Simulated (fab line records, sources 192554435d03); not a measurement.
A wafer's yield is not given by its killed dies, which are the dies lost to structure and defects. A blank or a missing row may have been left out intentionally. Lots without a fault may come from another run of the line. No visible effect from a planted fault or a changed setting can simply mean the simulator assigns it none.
Matching of chambers || flow n5Finfet || pecvd-04 running N5_FIN_SAQP_PECVD_06: 3 sister chambers
The step deposits a-Si from SiH4/He, target thk 60 nm, time 48.1 s. 16 wafers are shown with their chamber, then 8 later ones without.

## WAFERS PAIRED WITH THEIR CHAMBERS
{"wafer": "L075.1", "chamber": 2, "showerheadPlenumPTorr (Torr)": 5.59, "throttleValvePct (%)": 17.1, "showerheadVppV (V)": 575}
{"wafer": "L075.3", "chamber": 2, "showerheadPlenumPTorr (Torr)": 5.60, "throttleValvePct (%)": 17.2, "showerheadVppV (V)": 580}
{"wafer": "L075.6", "chamber": 0, "showerheadPlenumPTorr (Torr)": 5.71, "throttleValvePct (%)": 18.2, "showerheadVppV (V)": 641}
{"wafer": "L078.2", "chamber": 2, "showerheadPlenumPTorr (Torr)": 5.60, "throttleValvePct (%)": 17.1, "showerheadVppV (V)": 585}
{"wafer": "L078.3", "chamber": 1, "showerheadPlenumPTorr (Torr)": 5.72, "throttleValvePct (%)": 18.6, "showerheadVppV (V)": 603}
{"wafer": "L078.5", "chamber": 1, "showerheadPlenumPTorr (Torr)": 5.71, "throttleValvePct (%)": 18.5, "showerheadVppV (V)": 595}
{"wafer": "L079.1", "chamber": 1, "showerheadPlenumPTorr (Torr)": 5.70, "throttleValvePct (%)": 18.3, "showerheadVppV (V)": 596}
{"wafer": "L079.4", "chamber": 2, "showerheadPlenumPTorr (Torr)": 5.62, "throttleValvePct (%)": 17.2, "showerheadVppV (V)": 580}
{"wafer": "L079.6", "chamber": 0, "showerheadPlenumPTorr (Torr)": 5.70, "throttleValvePct (%)": 18.4, "showerheadVppV (V)": 634}
{"wafer": "L080.2", "chamber": 1, "showerheadPlenumPTorr (Torr)": 5.72, "throttleValvePct (%)": 18.7, "showerheadVppV (V)": 604}
{"wafer": "L080.3", "chamber": 1, "showerheadPlenumPTorr (Torr)": 5.72, "throttleValvePct (%)": 18.6, "showerheadVppV (V)": 612}
{"wafer": "L080.6", "chamber": 2, "showerheadPlenumPTorr (Torr)": 5.60, "throttleValvePct (%)": 16.8, "showerheadVppV (V)": 581}
{"wafer": "L085.4", "chamber": 0, "showerheadPlenumPTorr (Torr)": 5.70, "throttleValvePct (%)": 18.3, "showerheadVppV (V)": 638}
{"wafer": "L085.5", "chamber": 1, "showerheadPlenumPTorr (Torr)": 5.73, "throttleValvePct (%)": 18.5, "showerheadVppV (V)": 592}
{"wafer": "L085.6", "chamber": 2, "showerheadPlenumPTorr (Torr)": 5.60, "throttleValvePct (%)": 17.2, "showerheadVppV (V)": 582}
{"wafer": "L086.1", "chamber": 0, "showerheadPlenumPTorr (Torr)": 5.71, "throttleValvePct (%)": 18.1, "showerheadVppV (V)": 627}

SIGNATURES, as means of the wafers listed above
{"reading": "showerheadPlenumPTorr", "chamber 0": 5.7050, "chamber 1": 5.7167, "chamber 2": 5.6017, "scatter within a chamber": 0.00927}
{"reading": "throttleValvePct", "chamber 0": 18.250, "chamber 1": 18.533, "chamber 2": 17.100, "scatter within a chamber": 0.142}
{"reading": "showerheadVppV", "chamber 0": 635.00, "chamber 1": 600.33, "chamber 2": 580.50, "scatter within a chamber": 5.8}
Rule: a wafer's distance from a chamber is the root of the sum, over the readings, of the square of ((its reading less the chamber's mean) divided by the reading's scatter). If the next closest chamber is less than 2 further off than the closest, the wafer can't be placed; otherwise it belongs to the closest. The scatter is the square root of a quotient: the sum, over the shown wafers, of each reading's squared deviation from its chamber's mean, divided by wafers minus chambers.

## WAFERS MISSING THEIR CHAMBER
{"wafer": "L086.3", "showerheadPlenumPTorr (Torr)": 5.71, "throttleValvePct (%)": 18.5, "showerheadVppV (V)": 592}
{"wafer": "L086.4", "showerheadPlenumPTorr (Torr)": 5.59, "throttleValvePct (%)": 17.3, "showerheadVppV (V)": 585}
{"wafer": "L088.1", "showerheadPlenumPTorr (Torr)": 5.70, "throttleValvePct (%)": 18.7, "showerheadVppV (V)": 605}
{"wafer": "L088.2", "showerheadPlenumPTorr (Torr)": 5.70, "throttleValvePct (%)": 18.4, "showerheadVppV (V)": 625}
{"wafer": "L088.6", "showerheadPlenumPTorr (Torr)": 5.59, "throttleValvePct (%)": 17.1, "showerheadVppV (V)": 584}
{"wafer": "L092.1", "showerheadPlenumPTorr (Torr)": 5.73, "throttleValvePct (%)": 18.8, "showerheadVppV (V)": 591}
{"wafer": "L092.2", "showerheadPlenumPTorr (Torr)": 5.70, "throttleValvePct (%)": 18.1, "showerheadVppV (V)": 638}
{"wafer": "L092.6", "showerheadPlenumPTorr (Torr)": 5.61, "throttleValvePct (%)": 17.2, "showerheadVppV (V)": 588}

## WHICH CHAMBER EACH WENT THROUGH
{"wafer": "L086.3", "from the rows above": 1, "in truth": 1}
{"wafer": "L086.4", "from the rows above": 2, "in truth": 2}
{"wafer": "L088.1", "from the rows above": 1, "in truth": 1}
{"wafer": "L088.2", "from the rows above": 0, "in truth": 0}
{"wafer": "L088.6", "from the rows above": 2, "in truth": 2}
{"wafer": "L092.1", "from the rows above": 1, "in truth": 1}
{"wafer": "L092.2", "from the rows above": 0, "in truth": 0}
{"wafer": "L092.6", "from the rows above": 2, "in truth": 2}
8 of 8 placed correctly. Left unplaced by these rows: 0. Placed wrongly: 0.
